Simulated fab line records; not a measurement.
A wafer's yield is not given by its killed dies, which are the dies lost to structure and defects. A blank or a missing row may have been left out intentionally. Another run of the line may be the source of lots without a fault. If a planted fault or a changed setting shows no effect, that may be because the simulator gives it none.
Matching of chambers || flow n5-finfet || 4 sister chambers for N5_BEOL_M8_DESCUM_16 on rie-diel-05
The step chemistry O2, time 7.9 s. 16 wafers are shown with their chamber, then 8 later ones without.

== WAFERS, EACH WITH ITS CHAMBER ==
{"wafer": "L075.1", "chamber": 1, "drypump-motor-current-A (A)": 5.8, "showerhead-plenum-p-Torr (Torr)": 2.19, "throttle-valve-pct (%)": 20.53}
{"wafer": "L075.3", "chamber": 3, "drypump-motor-current-A (A)": 5.7, "showerhead-plenum-p-Torr (Torr)": 2.20, "throttle-valve-pct (%)": 20.01}
{"wafer": "L075.5", "chamber": 3, "drypump-motor-current-A (A)": 5.7, "showerhead-plenum-p-Torr (Torr)": 2.20, "throttle-valve-pct (%)": 20.02}
{"wafer": "L079.1", "chamber": 2, "drypump-motor-current-A (A)": 5.1, "showerhead-plenum-p-Torr (Torr)": 2.14, "throttle-valve-pct (%)": 20.65}
{"wafer": "L079.3", "chamber": 1, "drypump-motor-current-A (A)": 5.7, "showerhead-plenum-p-Torr (Torr)": 2.18, "throttle-valve-pct (%)": 20.57}
{"wafer": "L079.5", "chamber": 2, "drypump-motor-current-A (A)": 5.1, "showerhead-plenum-p-Torr (Torr)": 2.14, "throttle-valve-pct (%)": 20.68}
{"wafer": "L081.1", "chamber": 2, "drypump-motor-current-A (A)": 5.1, "showerhead-plenum-p-Torr (Torr)": 2.14, "throttle-valve-pct (%)": 20.68}
{"wafer": "L081.3", "chamber": 3, "drypump-motor-current-A (A)": 5.7, "showerhead-plenum-p-Torr (Torr)": 2.19, "throttle-valve-pct (%)": 20.05}
{"wafer": "L081.5", "chamber": 1, "drypump-motor-current-A (A)": 5.7, "showerhead-plenum-p-Torr (Torr)": 2.18, "throttle-valve-pct (%)": 20.57}
{"wafer": "L084.1", "chamber": 0, "drypump-motor-current-A (A)": 6.6, "showerhead-plenum-p-Torr (Torr)": 2.05, "throttle-valve-pct (%)": 20.05}
{"wafer": "L084.5", "chamber": 0, "drypump-motor-current-A (A)": 6.6, "showerhead-plenum-p-Torr (Torr)": 2.05, "throttle-valve-pct (%)": 20.02}
{"wafer": "L084.6", "chamber": 3, "drypump-motor-current-A (A)": 5.7, "showerhead-plenum-p-Torr (Torr)": 2.19, "throttle-valve-pct (%)": 20.05}
{"wafer": "L087.2", "chamber": 0, "drypump-motor-current-A (A)": 6.6, "showerhead-plenum-p-Torr (Torr)": 2.05, "throttle-valve-pct (%)": 20.03}
{"wafer": "L087.3", "chamber": 3, "drypump-motor-current-A (A)": 5.7, "showerhead-plenum-p-Torr (Torr)": 2.18, "throttle-valve-pct (%)": 20.08}
{"wafer": "L087.5", "chamber": 1, "drypump-motor-current-A (A)": 5.7, "showerhead-plenum-p-Torr (Torr)": 2.18, "throttle-valve-pct (%)": 20.61}
{"wafer": "L094.2", "chamber": 2, "drypump-motor-current-A (A)": 5.1, "showerhead-plenum-p-Torr (Torr)": 2.14, "throttle-valve-pct (%)": 20.38}

SIGNATURES (means of the wafers above)
{"reading": "drypump-motor-current-A", "chamber 0": 6.600, "chamber 1": 5.725, "chamber 2": 5.100, "chamber 3": 5.700, "scatter within a chamber": 0.025}
{"reading": "showerhead-plenum-p-Torr", "chamber 0": 2.0500, "chamber 1": 2.1825, "chamber 2": 2.1400, "chamber 3": 2.1920, "scatter within a chamber": 0.00544}
{"reading": "throttle-valve-pct", "chamber 0": 20.0333, "chamber 1": 20.5700, "chamber 2": 20.5975, "chamber 3": 20.0420, "scatter within a chamber": 0.0766}
Rule: for a wafer and a chamber, the distance is found by dividing, reading by reading, the gap between the wafer's reading and the chamber's mean by the reading's scatter, squaring, summing and taking the root. If the next closest chamber is less than 2 further off than the closest, the wafer can't be placed; otherwise it belongs to the closest. How the scatter is found: for the shown wafers, subtract from each reading the mean of its chamber, square and add these, divide the total by (wafers less chambers), then take the root.

== WAFERS WHOSE CHAMBER IS MISSING ==
{"wafer": "L094.5", "drypump-motor-current-A (A)": 5.7, "showerhead-plenum-p-Torr (Torr)": 2.18, "throttle-valve-pct (%)": 20.07}
{"wafer": "L094.6", "drypump-motor-current-A (A)": 5.1, "showerhead-plenum-p-Torr (Torr)": 2.14, "throttle-valve-pct (%)": 20.41}
{"wafer": "L096.4", "drypump-motor-current-A (A)": 5.7, "showerhead-plenum-p-Torr (Torr)": 2.18, "throttle-valve-pct (%)": 20.08}
{"wafer": "L096.5", "drypump-motor-current-A (A)": 5.1, "showerhead-plenum-p-Torr (Torr)": 2.13, "throttle-valve-pct (%)": 20.39}
{"wafer": "L096.6", "drypump-motor-current-A (A)": 5.7, "showerhead-plenum-p-Torr (Torr)": 2.17, "throttle-valve-pct (%)": 20.63}
{"wafer": "L097.1", "drypump-motor-current-A (A)": 5.7, "showerhead-plenum-p-Torr (Torr)": 2.18, "throttle-valve-pct (%)": 20.09}
{"wafer": "L097.2", "drypump-motor-current-A (A)": 5.1, "showerhead-plenum-p-Torr (Torr)": 2.13, "throttle-valve-pct (%)": 20.41}
{"wafer": "L097.6", "drypump-motor-current-A (A)": 6.6, "showerhead-plenum-p-Torr (Torr)": 2.04, "throttle-valve-pct (%)": 20.07}

== WHICH CHAMBER EACH ONE RAN IN ==
{"wafer": "L094.5", "from the rows above": 3, "in truth": 3}
{"wafer": "L094.6", "from the rows above": 2, "in truth": 2}
{"wafer": "L096.4", "from the rows above": 3, "in truth": 3}
{"wafer": "L096.5", "from the rows above": 2, "in truth": 2}
{"wafer": "L096.6", "from the rows above": 1, "in truth": 1}
{"wafer": "L097.1", "from the rows above": 3, "in truth": 3}
{"wafer": "L097.2", "from the rows above": 2, "in truth": 2}
{"wafer": "L097.6", "from the rows above": 0, "in truth": 0}
Correctly placed: 8 of 8. From these rows, 0 cannot be placed. 0 placed wrongly.
